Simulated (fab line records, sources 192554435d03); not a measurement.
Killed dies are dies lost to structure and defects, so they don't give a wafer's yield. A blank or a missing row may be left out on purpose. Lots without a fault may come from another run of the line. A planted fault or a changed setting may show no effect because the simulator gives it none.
fab line records | flow n5_finfet
record lots=6 wafers=16 last_day=16
route steps=1938 shown BEOL_M0_SAQP@636
lots that met no fault: from a run of the same line without faults
start_h: hours from the record's first day to the start of the lot's first wafer shown | wait_h: hours since the lot's step before | " the same as in the row above | L1.1+2: a row that stands for several wafers | - no value, or no start given | * or withheld: withheld | < > ~ a bound
route shown NAME@n: a module of which the file shows steps, and the number in the route of the first | usual: mean/standard deviation of fault-free wafers | same: alike in all rows | chamber/n: place in a boat | sites: the reading at each site | _std_site: their standard deviation | _edge_site: outer sites' mean less inner sites' | radius_mm: how far each site lies from the wafer's centre | mask NAME#n: copy n | behind: the tool/chamber that last shaped the wafer | hold: why the lot was held/for how many hours/how that ended | device: the transistor (n, p or np) that didn't switch | end of line: the same wafers' tests at the end of the route | a step without rows: its recipe alone | killed: dies lost to structure and defects at the first sort, not the wafer's yield | map: a wafer's dies, x killed, . not, _ none there
set.NAME: the setting as run; set.NAME@STEP: as run at that earlier step | model.NAME: the simulator's own value behind a step, which no gauge read
lots at some steps of the route; a table a step, a row a wafer
services: from which hour (start_h, from the record's first day; less than 0 if before it) a tool's chamber was out of use, for how many hours, and why
## steps
# step N5_BEOL_M0_SAQP_PECVD_96
# recipe material=a-Si target_thk_a=450 temp_c=350 precursor=SiH4/He pressure_torr=3 rf_w=100 time_s=45.2
# usual heater_power_w=615/59 showerhead_plenum_p_Torr=5.66/0.045 throttle_valve_pct=18.6/0.71
# columns lot.wafer tool chamber start_h wait_h heater_power_w showerhead_plenum_p_Torr throttle_valve_pct
L856.1 pecvd-03 2 123.07 0.0 544 5.68 17.5
L856.2 " 0 " " 488 5.72 19.7
L858.4 pecvd-02 0 139.40 0.0 670 5.70 18.7
L858.5 " 1 " " 668 5.62 18.5
L861.2 pecvd-03 0 153.00 0.0 575 5.72 19.7
L861.5 " 1 " " 657 5.58 18.7
L861.6 " 2 " " 564 5.68 17.3
L862.2 pecvd-01 0 157.68 0.0 595 5.67 19.1
L862.3 " 1 " " 638 5.66 19.0
L862.6 " 1 " " 653 5.66 18.9
L867.2 pecvd-02 0 192.52 0.0 639 5.71 18.9
L867.3 " 1 " " 643 5.61 18.4
L867.6 " 1 " " 678 5.63 18.6
L875.1 pecvd-03 1 238.21 0.0 692 5.58 18.5
L875.2 " 2 " " 559 5.67 18.0
L875.3 " 1 " " 686 5.59 18.5
# step N5_BEOL_M0_SAQP_PECVD_97
# recipe material=SiNx target_thk_a=230 temp_c=350 precursor=SiH4/NH3/N2 pressure_torr=1.5 rf_w=300 time_s=19.9
# usual heater_power_w=540/73 showerhead_plenum_p_Torr=5.13/0.062 throttle_valve_pct=40.9/1.5
# columns lot.wafer tool chamber start_h wait_h heater_power_w showerhead_plenum_p_Torr throttle_valve_pct
L856.1 pecvd-03 2 123.11 0.0 503 5.14 37.9
L856.2 " 0 " " 425 5.20 43.6
L858.4 pecvd-02 0 139.44 0.0 621 5.19 40.8
L858.5 " 1 " " 592 5.08 40.7
L861.2 pecvd-03 0 153.05 0.0 413 5.22 43.5
L861.5 " 1 " " 626 5.04 40.2
L861.6 " 2 " " 443 5.14 38.3
L862.2 pecvd-01 0 157.73 0.0 484 5.17 42.7
L862.3 " 1 " " 626 5.14 41.7
L862.6 " 1 " " 641 5.14 41.7
L867.2 pecvd-02 0 192.57 0.0 654 5.20 41.0
L867.3 " 1 " " 608 5.07 40.6
L867.6 " 1 " " 592 5.08 40.3
L875.1 pecvd-03 1 238.28 0.0 599 5.04 40.7
L875.2 " 2 " " 479 5.15 39.3
L875.3 " 1 " " 596 5.04 40.7
# step N5_BEOL_M0_SAQP_PECVD_04
# recipe material=a-Si target_thk_a=600 temp_c=350 precursor=SiH4/He pressure_torr=3 rf_w=100 time_s=60.2
# usual heater_power_w=607/67 showerhead_plenum_p_Torr=5.66/0.044 throttle_valve_pct=18.6/0.7
# columns lot.wafer tool chamber start_h wait_h heater_power_w showerhead_plenum_p_Torr throttle_valve_pct
L856.1 pecvd-03 2 123.15 0.0 574 5.67 17.7
L856.2 " 0 " " 556 5.72 19.5
L858.4 pecvd-02 0 139.49 0.0 740 5.71 18.5
L858.5 " 1 " " 668 5.62 18.7
L861.2 pecvd-03 0 153.08 0.0 518 5.72 19.7
L861.5 " 1 " " 624 5.59 18.6
L861.6 " 2 " " 543 5.67 17.4
L862.2 pecvd-01 0 157.77 0.0 588 5.69 19.5
L862.3 " 1 " " 620 5.66 19.0
L862.6 " 1 " " 644 5.67 18.9
L867.2 pecvd-02 0 192.61 0.0 660 5.70 18.4
L867.3 " 1 " " 597 5.62 18.6
L867.6 " 1 " " 614 5.61 18.3
L875.1 pecvd-03 1 238.34 0.0 663 5.59 18.3
L875.2 " 2 " " 565 5.68 17.9
L875.3 " 1 " " 658 5.59 18.2
# step N5_BEOL_M0_SAQP_THK_MEAS_05
# usual thk_nm=60.3/1
# columns lot.wafer tool chamber start_h wait_h thk_nm
L856.1 film_metro-02 - 123.25 0.1 59.4
L856.2 " - " " 60.6
L858.4 film_metro-02 - 139.56 0.0 59.5
L858.5 " - " " 61.0
L861.2 film_metro-02 - 153.18 0.1 61.0
L861.5 " - " " 61.2
L861.6 " - " " 60.0
L862.2 film_metro-02 - 157.88 0.1 60.0
L862.3 " - " " 60.4
L862.6 " - " " 61.6
L867.2 film_metro-01 - 192.70 0.1 58.4
L867.3 " - " " 59.3
L867.6 " - " " 59.9
L875.1 film_metro-02 - 238.46 0.1 60.1
L875.2 " - " " 59.5
L875.3 " - " " 61.8
# step N5_BEOL_M0_SAQP_HM_DEP_111
# recipe material=SiO2 target_thk_a=120 temp_c=400 precursor=SiH4/N2O pressure_torr=0.75 rf_w=275 time_s=7.2
# usual heater_power_w=764/87 showerhead_plenum_p_Torr=8.13/0.11
# columns lot.wafer tool chamber start_h wait_h heater_power_w showerhead_plenum_p_Torr
L856.1 pecvd-02 2 123.29 0.0 726 8.00
L856.2 " 1 " " 770 8.04
L858.4 pecvd-01 0 139.62 0.1 754 8.21
L858.5 " 0 " " 756 8.18
L861.2 pecvd-02 1 153.22 0.0 822 7.98
L861.5 " 0 " " 913 8.25
L861.6 " 2 " " 728 7.99
L862.2 pecvd-03 0 157.91 0.0 702 8.29
L862.3 " 1 " " 839 7.93
L862.6 " 0 " " 723 8.29
L867.2 pecvd-01 2 192.74 0.0 752 8.15
L867.3 " 1 " " 826 8.16
L867.6 " 1 " " 818 8.15
L875.1 pecvd-01 1 238.50 0.0 911 8.16
L875.2 " 0 " " 715 8.18
L875.3 " 2 " " 626 8.16
# step N5_BEOL_M0_SAQP_COAT_81
# recipe resist=SOC temp_c=250 time_s=60 spin_rpm=1500 resist_thk_nm=100
# step N5_BEOL_M0_SAQP_COAT_82
# recipe resist=SiARC temp_c=220 time_s=60 spin_rpm=1500 resist_thk_nm=30
# step N5_BEOL_M0_SAQP_COAT_08
# recipe resist=CAR-ArF spin_rpm=1500 resist_thk_nm=90
# step N5_BEOL_M0_SAQP_EBR_10
# recipe solvent=PGMEA ebr_width_mm=1.5
# step N5_BEOL_M0_SAQP_SOFTBAKE_09
# recipe temp_c=110 time_s=60 resist=CAR-ArF
# step N5_BEOL_M0_SAQP_EXPOSE_11
# recipe mask_id=M0_CORE na=1.35 source_shape=dipole sigma_inner=0.538 sigma_outer=0.738 polarization=te target_cd_nm=42 dose_mj=55
# step N5_BEOL_M0_SAQP_PEB_12
# recipe peb_temp_c=withheld peb_time_s=60 resist=CAR-ArF
# step N5_BEOL_M0_SAQP_DEVELOP_13
# recipe develop_time_s=30 developer=TMAH resist=CAR-ArF dev_temp_c=23 rinse_liquid=diw dry=air_spin
# usual chill_plate_temp_C=23.02/0.1 develop_time_s=30/0
# columns lot.wafer tool chamber start_h wait_h chill_plate_temp_C develop_time_s model.CAR-ArF_of_BEOL_M0_SAQP_COAT_08.thk_nm
L856.1 litho_track-03 0 123.55 - 22.82 30 88.4
L856.2 " 0 " " 22.96 30 88.6
L858.4 litho_track-02 0 140.02 - 23.08 30 88.2
L858.5 " 0 " " 22.99 30 88.2
L861.2 litho_track-03 - 153.61 - - - 90
L861.5 " - " " - - 90
L861.6 " - " " - - 89.8
L862.2 litho_track-04 - 158.30 - - - 90
L862.3 " - " " - - 90.4
L862.6 " - " " - - 90
L867.2 litho_track-04 0 193.13 - 23.04 30 88.6
L867.3 " 0 " " 23.00 30 89
L867.6 " 0 " " 23.02 30 88.6
L875.1 litho_track-03 0 238.89 - 23.00 30 88
L875.2 " 0 " " 23.01 30 88.4
L875.3 " 0 " " 22.96 30 87.8
# step N5_BEOL_M0_SAQP_CD_MEAS_14
# recipe target_cd_nm=42.5 landing_energy_ev=500 detector=se_inlens
# usual cd_nm=42.3/0.47
# columns lot.wafer tool chamber start_h wait_h cd_nm
L856.1 cd_sem-03 0 123.61 - 42.3
L856.2 " 0 " " 42.6
L858.4 cd_sem-02 0 140.08 - 42.2
L858.5 " 0 " " 42.2
L861.2 cd_sem-03 0 153.66 - -
L861.5 " 0 " " -
L861.6 " 0 " " -
L862.2 cd_sem-03 0 158.36 - -
L862.3 " 0 " " -
L862.6 " 0 " " -
L867.2 cd_sem-03 0 193.19 - 41.9
L867.3 " 0 " " 42.9
L867.6 " 0 " " 42.1
L875.1 cd_sem-02 0 238.95 - 42.2
L875.2 " 0 " " 41.9
L875.3 " 0 " " 42.5
## services
# columns tool chamber start_h hours kind
pecvd-03 2 101.60 5.5 scheduled_down
pecvd-01 2 126.20 21.6 repair
pecvd-03 1 146.17 2.1 scheduled_down
pecvd-03 - 150.42 1.3 repair
pecvd-01 - 177.10 1.7 repair
pecvd-03 2 194.62 2.1 scheduled_down
pecvd-02 2 202.38 - clean
pecvd-02 2 202.38 - consumable_replace:showerhead
pecvd-02 2 202.38 29.0 scheduled_down
pecvd-02 2 202.38 29.0 vent_cycle
pecvd-03 0 235.17 7.8 repair
pecvd-02 - 236.17 23.9 repair
## key
first_sign step=N5_BEOL_M0_SAQP_DEVELOP_13 reading=tool_record direction=missing
effect none on later readings
model_effect step=N5_BEOL_M0_SAQP_DEVELOP_13 value=CAR-ArF_of_BEOL_M0_SAQP_COAT_08.thk_nm without=88.3 struck=90.03
met_at N5_BEOL_M0_SAQP_DEVELOP_13
struck_wafers L861.2,L861.5,L861.6,L862.2,L862.3,L862.6
later_rows_left_out L861.2,L861.5,L861.6,L862.2,L862.3,L862.6
sort_left_out L861.2,L861.5,L861.6,L862.2,L862.3,L862.6
onset_between 123.55 153.61
fault kind=skipped_step_whole tool=litho_track-03,litho_track-04 chamber=- onset_h=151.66 steps=N5_BEOL_M0_SAQP_DEVELOP_13 scope=struck_lots_only
# sort_left_out: the simulated sort isn't trusted on such a fault, so these wafers' sort isn't shown, and their yield isn't known
# later_rows_left_out: the simulator's readings of these wafers behind a module that went badly wrong aren't trusted and aren't shown, but for the sort
